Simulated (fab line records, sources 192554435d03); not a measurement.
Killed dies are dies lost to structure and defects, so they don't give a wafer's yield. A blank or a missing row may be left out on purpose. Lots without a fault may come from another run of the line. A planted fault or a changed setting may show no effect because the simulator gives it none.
fab line records | flow n5_finfet
record lots=7 wafers=21
route steps=1938 shown FIN_CUT@160 SD_EPI_N@263
start_h: hours from the record's first day to the start of the lot's first wafer shown | wait_h: hours since the lot's step before | " the same as in the row above | L1.1+2: a row that stands for several wafers | - no value, or no start given | * or withheld: withheld | < > ~ a bound
route shown NAME@n: a module of which the file shows steps, and the number in the route of the first | usual: mean/standard deviation of fault-free wafers | same: alike in all rows | chamber/n: place in a boat | sites: the reading at each site | _std_site: their standard deviation | _edge_site: outer sites' mean less inner sites' | radius_mm: how far each site lies from the wafer's centre | mask NAME#n: copy n | behind: the tool/chamber that last shaped the wafer | hold: why the lot was held/for how many hours/how that ended | device: the transistor (n, p or np) that didn't switch | end of line: the same wafers' tests at the end of the route | a step without rows: its recipe alone | killed: dies lost to structure and defects at the first sort, not the wafer's yield | map: a wafer's dies, x killed, . not, _ none there
set.NAME: the setting as run; set.NAME@STEP: as run at that earlier step | model.NAME: the simulator's own value behind a step, which no gauge read
lots whose settings were changed on purpose; a table a step, a row a wafer
## steps
# step N5_FIN_CUT_EXPOSE_05
# recipe mask_id=FIN_CUT na=0.33 source_shape=annular sigma_inner=0.35 sigma_outer=0.8 polarization=unpolarized dose_mj=45.75
# columns lot.wafer tool chamber start_h wait_h mask set.dose_mj
L074.1+5 euv_scanner-01 0 29.65 - FIN_CUT#0 45.75
L074.4 " 0 " " FIN_CUT#0 42.54
L080.2+4 euv_scanner-02 0 63.16 - FIN_CUT#0 45.75
L080.5 " 0 " " FIN_CUT#0 48.85
L081.2+5+6 euv_scanner-02 0 68.84 - FIN_CUT#0 45.75
L085.3+6 euv_scanner-01 0 96.80 - FIN_CUT#0 48.31
L085.4 " 0 " " FIN_CUT#0 45.75
L087.1+2+4 euv_scanner-01 0 104.52 - FIN_CUT#0 45.75
L091.1 euv_scanner-01 0 129.70 - FIN_CUT#0 47.29
L091.2+6 " 0 " " FIN_CUT#0 45.75
L095.2+3+6 euv_scanner-01 0 154.76 - FIN_CUT#0 45.75
# step N5_FIN_CUT_PEB_06
# recipe peb_temp_c=100 peb_time_s=60 resist=CAR-EUV
# step N5_FIN_CUT_DEVELOP_07
# recipe develop_time_s=30 developer=TMAH resist=CAR-EUV rinse_liquid=surfactant_rinse dry=air_spin dev_temp_c=23
# step N5_FIN_CUT_CD_MEAS_08
# recipe target_cd_nm=29.1 landing_energy_ev=500 detector=se_inlens polarity=opening
# usual cd_nm=29.14/0.23
# columns lot.wafer tool chamber start_h wait_h set.dose_mj@FIN_CUT_EXPOSE_05 cd_nm
L074.1 cd_sem-01 0 29.79 - 45.75 29.18
L074.4 " 0 " " 42.54 27.57
L074.5 " 0 " " 45.75 28.87
L080.2 cd_sem-02 0 63.29 - 45.75 29.16
L080.4 " 0 " " 45.75 29.19
L080.5 " 0 " " 48.85 30.15
L081.2 cd_sem-02 0 68.97 - 45.75 29.12
L081.5 " 0 " " 45.75 29.27
L081.6 " 0 " " 45.75 28.93
L085.3 cd_sem-02 0 96.92 - 48.31 30.43
L085.4 " 0 " " 45.75 29.13
L085.6 " 0 " " 48.31 29.70
L087.1 cd_sem-01 0 104.65 - 45.75 29.81
L087.2 " 0 " " 45.75 29.55
L087.4 " 0 " " 45.75 29.56
L091.1 cd_sem-03 0 129.83 - 47.29 29.57
L091.2 " 0 " " 45.75 28.77
L091.6 " 0 " " 45.75 29.19
L095.2 cd_sem-02 0 154.89 - 45.75 28.75
L095.3 " 0 " " 45.75 29.17
L095.6 " 0 " " 45.75 29.16
# step N5_FIN_CUT_DESCUM_13
# recipe chemistry=O2 time_s=7 source_power_w=50 bias_power_w=20 pressure_mtorr=20 rf_frequency_hz=2.712e+07 temp_c=40 resist=CAR-EUV o2_flow_sccm=225
# step N5_FIN_CUT_ETCH_30
# recipe chemistry=N2/H2 target=underlayer target_depth_a=130 mask_material=CAR-EUV time_s=10.4 ion_energy_ev=200 pressure_mtorr=30 source_w=840 bias_w=150 n2_flow_sccm=200 h2_flow_sccm=200 ends=cleared
# columns lot.wafer tool chamber start_h wait_h set.dose_mj@FIN_CUT_EXPOSE_05 model.FIN_CUT.cd_offset_nm
L074.1 rie_diel-04 2 30.25 0.0 45.75 0.2
L074.4 " 1 " " 42.54 -1.4
L074.5 " 0 " " 45.75 -0.2
L080.2 rie_diel-06 0 63.56 0.0 45.75 -0.2
L080.4 " 3 " " 45.75 0
L080.5 " 2 " " 48.85 1
L081.2+5 rie_diel-04 1,0 69.12 0.0 45.75 0
L081.6 " 2 " " 45.75 0.4
L085.3 rie_diel-05 2 97.07 0.0 48.31 1.2
L085.4 " 0 " " 45.75 0.2
L085.6 " 2 " " 48.31 1
L087.1+2 rie_diel-04 1,0 104.95 0.0 45.75 0.2
L087.4 " 2 " " 45.75 0
L091.1 rie_diel-06 3 129.99 0.0 47.29 0.6
L091.2+6 " 0,1 " " 45.75 0
L095.2+6 rie_diel-05 2 155.05 0.0 45.75 0.2
L095.3 " 3 " " 45.75 -0.2
# step N5_FIN_CUT_ETCH_20
# recipe chemistry=CF4 target=SiARC target_depth_a=260 mask_material=CAR-EUV time_s=43.3 ion_energy_ev=80 pressure_mtorr=40 source_w=545 bias_w=36 Ar_flow_sccm=100 cf4_flow_sccm=100 ends=cleared
# step N5_FIN_CUT_ETCH_21
# recipe chemistry=N2/H2 target=SOC target_depth_a=2190 overetch_a=438 mask_material=SiARC temp_c=40 ion_energy_ev=100 bias_w=61 time_s=523.5 pressure_mtorr=30 source_w=850 n2_flow_sccm=200 h2_flow_sccm=200
# columns lot.wafer tool chamber start_h wait_h set.spin_rpm@FIN_CUT_COAT_18 model.etch.depth_nm
L074.1 rie_diel-04 2 30.30 0.0 1500 229
L074.4 " 1 " " 1500 229.5
L074.5 " 0 " " 1500 229.1
L080.2 rie_diel-06 0 63.62 0.0 1500 229.2
L080.4 " 3 " " 1500 229.4
L080.5 " 2 " " 1500 228.9
L081.2+6 rie_diel-04 1,2 69.18 0.0 1500 230
L081.5 " 0 " " 1455 233.3
L085.3 rie_diel-05 2 97.13 0.0 1388 240
L085.4+6 " 0,2 " " 1500 230.2
L087.1 rie_diel-04 1 105.00 0.0 1500 230.9
L087.2 " 0 " " 1500 229.9
L087.4 " 2 " " 1500 231
L091.1 rie_diel-06 3 130.05 0.0 1500 230.8
L091.2 " 0 " " 1500 231.4
L091.6 " 1 " " 1500 230.9
L095.2 rie_diel-05 2 155.11 0.0 1500 228.8
L095.3+6 " 3,2 " " 1500 228.6
# step N5_FIN_CUT_STRIP_23
# recipe chemistry=N2/H2 temp_c=40 n2_flow_sccm=200 h2_flow_sccm=200 rf_frequency_hz=6e+07
# step N5_FIN_CUT_STRIP_31
# recipe chemistry=N2/H2 temp_c=40 n2_flow_sccm=200 h2_flow_sccm=200 rf_frequency_hz=6e+07
# step N5_FIN_CUT_STRIP_24
# recipe chemistry=CF4 resist=SiARC power_w=300 bias_power_w=75 pressure_mtorr=50 cf4_flow_sccm=150 rf_frequency_hz=6e+07
# step N5_FIN_CUT_CUT_ETCH_26
# recipe chemistry=CH3F/O2 target=SiNx target_depth_a=390 mask_material=SOC time_s=55.7 pressure_mtorr=30 source_w=395 bias_w=73 Ar_flow_sccm=150 CH3F_flow_sccm=30 O2_flow_sccm=20 ion_energy_ev=120
# columns lot.wafer tool chamber start_h wait_h set.spin_rpm@FIN_CUT_COAT_18 model.SOC_of_FIN_CUT_COAT_18.thk_nm
L074.1+4 rie_diel-04 2,1 30.65 0.0 1500 210.6
L074.5 " 0 " " 1500 209.6
L080.2 rie_diel-06 0 63.97 0.0 1500 210.8
L080.4 " 3 " " 1500 211
L080.5 " 2 " " 1500 210.6
L081.2 rie_diel-04 1 69.52 0.0 1500 211.4
L081.5 " 0 " " 1455 214.2
L081.6 " 2 " " 1500 211.8
L085.3 rie_diel-05 2 97.48 0.0 1388 221.6
L085.4 " 0 " " 1500 212
L085.6 " 2 " " 1500 211.8
L087.1 rie_diel-04 1 105.35 0.0 1500 212.4
L087.2 " 0 " " 1500 211
L087.4 " 2 " " 1500 212.6
L091.1 rie_diel-06 3 130.39 0.0 1500 212.4
L091.2 " 0 " " 1500 213
L091.6 " 1 " " 1500 212.6
L095.2 rie_diel-05 2 155.45 0.0 1500 210.2
L095.3+6 " 3,2 " " 1500 210
# step N5_SD_EPI_N_COAT_33
# recipe resist=SiARC temp_c=220 time_s=60 spin_rpm=1500 resist_thk_nm=35
# columns lot.wafer tool chamber start_h wait_h set.spin_rpm model.SiARC_of_SD_EPI_N_COAT_33.thk_nm
L074.1 litho_track-03 0 - - 1500 35
L074.4+5 " 0 " " 1624 33.6
L080.2+5 litho_track-02 0 - - 1351 37
L080.4 " 0 " " 1500 35
L081.2 litho_track-02 0 - - 1643 33.6
L081.5+6 " 0 " " 1500 35.2
L085.3+4+6 litho_track-02 0 - - 1500 35
L087.1+2 litho_track-02 0 - - 1500 35.2
L087.4 " 0 " " 1500 35
L091.1+2 litho_track-02 0 - - 1500 35
L091.6 " 0 " " 1383 36.4
L095.2+3+6 litho_track-02 0 - - 1500 35
# step N5_SD_EPI_N_PEB_07
# recipe peb_temp_c=110 peb_time_s=60 resist=CAR-ArF-block
# columns lot.wafer tool chamber start_h wait_h set.peb_time_s
L074.1+4 litho_track-04 0 54.04 0.1 67.89
L074.5 " 0 " " 60
L080.2+4+5 litho_track-03 0 84.67 0.0 60
L081.2+5+6 litho_track-02 0 90.07 0.0 60
L085.3+6 litho_track-04 0 117.78 0.0 60
L085.4 " 0 " " 51.89
L087.1+2+4 litho_track-04 0 125.39 0.1 60
L091.1+2+6 litho_track-03 0 153.63 0.1 60
L095.2 litho_track-02 0 175.84 0.0 66.18
L095.3+6 " 0 " " 60
# step N5_SD_EPI_N_DEVELOP_08
# recipe develop_time_s=30 developer=TMAH resist=CAR-ArF-block dev_temp_c=23 rinse_liquid=diw dry=air_spin
# step N5_SD_EPI_N_CD_MEAS_09
# recipe target_cd_nm=120 landing_energy_ev=500 detector=se_inlens
# usual cd_nm=120.1/0.61
# columns lot.wafer tool chamber start_h wait_h set.peb_time_s@SD_EPI_N_PEB_07 cd_nm
L074.1 cd_sem-01 0 54.10 - 67.89 124.7
L074.4 " 0 " " 67.89 125.0
L074.5 " 0 " " 60 121.5
L080.2 cd_sem-02 0 84.74 - 60 121.1
L080.4 " 0 " " 60 120.6
L080.5 " 0 " " 60 121.1
L081.2 cd_sem-03 0 90.14 - 60 120.5
L081.5 " 0 " " 60 120.5
L081.6 " 0 " " 60 120.3
L085.3 cd_sem-01 0 117.85 - 60 120.7
L085.4 " 0 " " 51.89 116.1
L085.6 " 0 " " 60 120.9
L087.1 cd_sem-03 0 125.46 - 60 120.1
L087.2 " 0 " " 60 120.3
L087.4 " 0 " " 60 120.6
L091.1 cd_sem-02 0 153.69 - 60 120.0
L091.2 " 0 " " 60 120.5
L091.6 " 0 " " 60 120.8
L095.2 cd_sem-02 0 175.91 - 66.18 123.4
L095.3 " 0 " " 60 120.2
L095.6 " 0 " " 60 120.3
# step N5_SD_EPI_N_DESCUM_14
# recipe chemistry=O2 time_s=7.9 source_power_w=50 bias_power_w=20 pressure_mtorr=20 rf_frequency_hz=2.712e+07 temp_c=40 resist=CAR-ArF-block o2_flow_sccm=225
# columns lot.wafer tool chamber start_h wait_h set.peb_time_s@SD_EPI_N_PEB_07 model.SD_EPI_N.cd_nm
L074.1+4 rie_diel-01 0 54.19 0.0 67.89 124.8
L074.5 " 2 " " 60 121.2
L080.2 rie_diel-01 2 84.82 0.0 60 121
L080.4 " 2 " " 60 120.6
L080.5 " 0 " " 60 120.8
L081.2 rie_diel-01 3 90.69 0.5 60 120.2
L081.5+6 " 0,1 " " 60 120.4
L085.3 rie_diel-02 1 117.94 0.0 60 120.4
L085.4 " 1 " " 51.89 116.2
L085.6 " 3 " " 60 120.8
L087.1+2 rie_diel-03 0,2 125.55 0.0 60 120
L087.4 " 3 " " 60 120.2
L091.1 rie_diel-03 1 153.78 0.0 60 119.6
L091.2 " 2 " " 60 120.8
L091.6 " 2 " " 60 121
L095.2 rie_diel-01 0 176.00 0.0 66.18 123.2
L095.3 " 3 " " 60 120.2
L095.6 " 3 " " 60 120
# step N5_SD_EPI_N_ETCH_34
# recipe chemistry=CF4 target=SiARC target_depth_a=455 mask_material=CAR-ArF-block time_s=75.8 ion_energy_ev=80 pressure_mtorr=40 source_w=545 bias_w=36 Ar_flow_sccm=100 cf4_flow_sccm=100 ends=cleared
# usual etch_rf_on_time_s=75.5/1
# columns lot.wafer tool chamber start_h wait_h set.spin_rpm@SD_EPI_N_COAT_33 set.peb_time_s@SD_EPI_N_PEB_07 etch_rf_on_time_s model.SD_EPI_N.cd_nm model.CAR-ArF-block_of_SD_EPI_N_COAT_03.thk_nm model.etch.depth_nm
L074.1 rie_diel-01 0 54.23 0.0 1500 67.89 75.6 124.6 111.6 34.92
L074.4 " 0 " " 1624 67.89 72.8 124.8 111.8 33.57
L074.5 " 2 " " 1624 60 72.2 120.8 112.2 33.61
L080.2 rie_diel-01 2 84.86 0.0 1351 60 79.2 121 109.2 36.94
L080.4 " 2 " " 1500 60 75.3 120.6 110.8 35.05
L080.5 " 0 " " 1351 60 80.1 121 109.2 37
L081.2 rie_diel-01 3 90.73 0.0 1643 60 71.3 120.2 112.6 33.53
L081.5 " 0 " " 1500 60 76.6 120.6 111 35.22
L081.6 " 1 " " 1500 60 74.1 120.6 111.2 35.13
L085.3 rie_diel-02 1 117.97 0.0 1500 60 75.0 120.6 110.4 34.99
L085.4 " 1 " " 1500 51.89 75.2 116.2 110.4 35.02
L085.6 " 3 " " 1500 60 76.2 120.8 111 34.98
L087.1 rie_diel-03 0 125.58 0.0 1500 60 78.3 120.2 110.8 35.2
L087.2 " 2 " " 1500 60 75.5 120.2 111 35.2
L087.4 " 3 " " 1500 60 76.2 120.4 110.8 35.09
L091.1 rie_diel-03 1 153.82 0.0 1500 60 75.2 119.6 111.2 34.99
L091.2 " 2 " " 1500 60 75.5 120.8 111.2 35.05
L091.6 " 2 " " 1383 60 78.4 121 109.6 36.49
L095.2 rie_diel-01 0 176.03 0.0 1500 66.18 73.5 123.2 110.2 34.97
L095.3 " 3 " " 1500 60 75.0 120 110.2 34.95
L095.6 " 3 " " 1500 60 74.7 119.8 110.6 34.94
# step N5_SD_EPI_N_ETCH_35
# recipe chemistry=N2/H2 target=SOC overetch_a=1080 mask_material=SiARC temp_c=40 ion_energy_ev=100 source_w=3000 bias_w=133 pressure_mtorr=20 time_s=486 n2_flow_sccm=200 h2_flow_sccm=200
# columns lot.wafer tool chamber start_h wait_h set.spin_rpm@SD_EPI_N_COAT_33 set.peb_time_s@SD_EPI_N_PEB_07 model.SD_EPI_N.cd_nm model.SiARC_of_SD_EPI_N_COAT_33.thk_nm
L074.1 rie_diel-01 0 54.28 0.0 1500 67.89 125.6 19.8
L074.4 " 0 " " 1624 67.89 126 18.6
L074.5 " 2 " " 1624 60 121.8 18.4
L080.2 rie_diel-01 2 84.91 0.0 1351 60 122.2 21.6
L080.4 " 2 " " 1500 60 121.4 19.6
L080.5 " 0 " " 1351 60 122 21.8
L081.2 rie_diel-01 3 90.78 0.0 1643 60 121 17.8
L081.5 " 0 " " 1500 60 121.4 19.8
L081.6 " 1 " " 1500 60 120.6 19.4
L085.3 rie_diel-02 1 118.03 0.0 1500 60 121.2 19.4
L085.4 " 1 " " 1500 51.89 117 19.4
L085.6 " 3 " " 1500 60 121.2 19.8
L087.1 rie_diel-03 0 125.64 0.0 1500 60 120.2 20.4
L087.2 " 2 " " 1500 60 120.2 19.8
L087.4 " 3 " " 1500 60 120.8 20
L091.1 rie_diel-03 1 153.87 0.0 1500 60 119.8 19.8
L091.2 " 2 " " 1500 60 121.4 19.8
L091.6 " 2 " " 1383 60 121.8 21.4
L095.2 rie_diel-01 0 176.09 0.0 1500 66.18 124 19.4
L095.3 " 3 " " 1500 60 120.4 19.6
L095.6 " 3 " " 1500 60 121 19.6
# step N5_SD_EPI_N_STRIP_36
# recipe chemistry=N2/H2 temp_c=40 n2_flow_sccm=200 h2_flow_sccm=200 rf_frequency_hz=6e+07
# step N5_SD_EPI_N_ETCHBACK_44
# recipe chemistry=CH3F/O2 mode=anisotropic_etchback target=SiNx target_depth_a=145 stop_on=SiO2 over_etch_frac=0.3 ion_energy_ev=120 pressure_mtorr=30 source_w=395 bias_w=73 Ar_flow_sccm=150 CH3F_flow_sccm=30 O2_flow_sccm=20
# step N5_SD_EPI_N_ETCH_45
# recipe chemistry=CH3F/O2 target=SiOCN target_depth_a=60 mask_material=SOC ion_energy_ev=60 bias_w=29 pressure_mtorr=15 source_w=410 Ar_flow_sccm=150 CH3F_flow_sccm=30 O2_flow_sccm=20
# step N5_SD_EPI_N_ETCH_16
# recipe chemistry=CHF3/O2 target=SiO2 target_depth_a=50 mask_material=SOC pressure_mtorr=30 source_w=650 bias_w=170 Ar_flow_sccm=200 CHF3_flow_sccm=50 O2_flow_sccm=5 ion_energy_ev=200
# columns lot.wafer tool chamber start_h wait_h set.spin_rpm@SD_EPI_N_COAT_33 model.SiARC_of_SD_EPI_N_COAT_33.thk_nm
L074.1 rie_diel-01 0 54.81 0.1 1500 12.6
L074.4 " 0 " " 1624 11.2
L074.5 " 2 " " 1624 11
L080.2 rie_diel-01 2 85.44 0.1 1351 14.2
L080.4 " 2 " " 1500 12.4
L080.5 " 0 " " 1351 14.6
L081.2 rie_diel-01 3 91.31 0.1 1643 10.2
L081.5 " 0 " " 1500 12.6
L081.6 " 1 " " 1500 12
L085.3+4 rie_diel-02 1 118.55 0.1 1500 12
L085.6 " 3 " " 1500 12.4
L087.1 rie_diel-03 0 126.16 0.1 1500 13.2
L087.2 " 2 " " 1500 12.4
L087.4 " 3 " " 1500 12.8
L091.1 rie_diel-03 1 154.40 0.1 1500 12.6
L091.2 " 2 " " 1500 12.4
L091.6 " 2 " " 1383 14
L095.2 rie_diel-01 0 176.61 0.1 1500 12
L095.3+6 " 3 " " 1500 12.2
# step N5_SD_EPI_N_EPI_21
# recipe material=Si:P dopant=P temp_c=680 pressure_torr=255 time_s=690
# columns lot.wafer tool chamber start_h wait_h set.temp_c model.Si-P_of_SD_EPI_N_EPI_21.thk_nm
L074.1 epi_rpcvd-03 0 55.87 0.1 680 59.2
L074.4 " 0 " " 680 58.2
L074.5 " 0 " " 676.6 55.2
L080.2 epi_rpcvd-03 0 87.07 0.5 680 59.2
L080.4 " 0 " " 681.9 62.2
L080.5 " 0 " " 681.9 61
L081.2+6 epi_rpcvd-03 0 92.68 0.4 684.7 64.8
L081.5 " 0 " " 680 59
L085.3+4 epi_rpcvd-01 0 120.17 0.7 680 59.4
L085.6 " 0 " " 680 58.8
L087.1 epi_rpcvd-03 0 127.40 0.2 680 59.4
L087.2 " 0 " " 680 59
L087.4 " 0 " " 680 58.6
L091.1+2 epi_rpcvd-04 0 155.46 0.1 681.6 61
L091.6 " 0 156.86 1.4 680 58.4
L095.2 epi_rpcvd-04 0 177.95 0.4 680 60.8
L095.3 " 0 " " 680 59
L095.6 " 0 " " 680 59.6
# step N5_SD_EPI_N_EPI_MEAS_23
# recipe mode=xrd
# usual thk_nm=59.5/1.2
# columns lot.wafer tool chamber start_h wait_h set.temp_c@SD_EPI_N_EPI_21 thk_nm
L074.1 film_metro-02 - 57.60 1.5 680 59.2
L074.4 " - " " 680 59.3
L074.5 " - " " 676.6 56.9
L080.2 film_metro-02 - 88.97 1.5 680 58.7
L080.4 " - " " 681.9 61.5
L080.5 " - " " 681.9 60.3
L081.2 film_metro-01 - 94.12 1.2 684.7 66.7
L081.5 " - " " 680 58.8
L081.6 " - " " 684.7 65.5
L085.3 film_metro-01 - 121.33 0.9 680 59.6
L085.4 " - " " 680 59.3
L085.6 " - " " 680 59.5
L087.1 film_metro-02 - 129.68 1.9 680 60.4
L087.2 " - " " 680 58.0
L087.4 " - " " 680 59.4
L091.1 film_metro-01 - 157.17 1.4 681.6 59.5
L091.2 " - " " 681.6 61.3
L091.6 " - " " 680 58.9
L095.2 film_metro-01 - 179.39 1.2 680 59.8
L095.3 " - " " 680 59.5
L095.6 " - " " 680 58.7
# step N5_SD_EPI_N_PRECLEAN_24
# recipe chemistry=O3/DIW time_s=60 temp_c=22 o3_ppm=10
# columns lot.wafer tool chamber start_h wait_h set.temp_c@SD_EPI_N_EPI_21 model.Si-P_of_SD_EPI_N_EPI_21.thk_nm
L074.1 wet_bench-01 0 57.64 0.0 680 58.8
L074.4 " 7 " " 680 57.8
L074.5 " 6 " " 676.6 54.8
L080.2 wet_bench-04 3 89.01 0.0 680 58.8
L080.4 " 1 " " 681.9 61.6
L080.5 " 7 " " 681.9 60.6
L081.2+6 wet_bench-01 3,5 94.15 0.0 684.7 64.4
L081.5 " 1 " " 680 58.6
L085.3+4 wet_bench-03 2,5 121.36 0.0 680 59
L085.6 " 1 " " 680 58.4
L087.1 wet_bench-03 6 129.73 0.0 680 59
L087.2 " 3 " " 680 58.6
L087.4 " 7 " " 680 58.2
L091.1+2 wet_bench-04 2,7 157.21 0.0 681.6 60.6
L091.6 " 6 " " 680 58
L095.2 wet_bench-01 4 179.42 0.0 680 60.4
L095.3 " 6 " " 680 58.6
L095.6 " 3 " " 680 59.2
## key
split step=N5_FIN_CUT_EXPOSE_05 setting=dose_mj stated=45.75 by=wafer
response step=N5_FIN_CUT_CD_MEAS_08 reading=cd_nm change=+0.175 per=1% r=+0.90
response step=N5_FIN_CUT_ETCH_30 reading=model.FIN_CUT.cd_offset_nm change=+0.177 per=1% r=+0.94
split step=N5_SD_EPI_N_COAT_33 setting=spin_rpm stated=1500 by=wafer
response step=N5_SD_EPI_N_COAT_33 reading=model.SiARC_of_SD_EPI_N_COAT_33.thk_nm change=-0.181 per=1% r=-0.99
response step=N5_SD_EPI_N_ETCH_34 reading=etch_rf_on_time_s change=* per=1% r=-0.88
response step=N5_SD_EPI_N_ETCH_34 reading=model.CAR-ArF-block_of_SD_EPI_N_COAT_03.thk_nm change=+0.144 per=1% r=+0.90
response step=N5_SD_EPI_N_ETCH_34 reading=model.etch.depth_nm change=-0.179 per=1% r=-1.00
response step=N5_SD_EPI_N_ETCH_35 reading=model.SiARC_of_SD_EPI_N_COAT_33.thk_nm change=-0.192 per=1% r=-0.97
response step=N5_SD_EPI_N_ETCH_16 reading=model.SiARC_of_SD_EPI_N_COAT_33.thk_nm change=-0.201 per=1% r=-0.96
split step=N5_SD_EPI_N_PEB_07 setting=peb_time_s stated=60 by=wafer
response step=N5_SD_EPI_N_CD_MEAS_09 reading=cd_nm change=+0.304 per=1% r=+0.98
response step=N5_SD_EPI_N_DESCUM_14 reading=model.SD_EPI_N.cd_nm change=+0.3 per=1% r=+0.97
response step=N5_SD_EPI_N_ETCH_34 reading=model.SD_EPI_N.cd_nm change=+0.316 per=1% r=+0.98
response step=N5_SD_EPI_N_ETCH_35 reading=model.SD_EPI_N.cd_nm change=+0.31 per=1% r=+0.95
split step=N5_SD_EPI_N_EPI_21 setting=temp_c stated=680 by=wafer
response step=N5_SD_EPI_N_EPI_21 reading=model.Si-P_of_SD_EPI_N_EPI_21.thk_nm change=+8.18 per=1% r=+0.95
response step=N5_SD_EPI_N_EPI_MEAS_23 reading=thk_nm change=* per=1% r=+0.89
response step=N5_SD_EPI_N_PRECLEAN_24 reading=model.Si-P_of_SD_EPI_N_EPI_21.thk_nm change=+8.14 per=1% r=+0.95
split outside_this_file step=N5_FIN_CUT_COAT_18 setting=spin_rpm
# split outside_this_file: this setting was split too, and the file shows its column; the key of that split is in another file
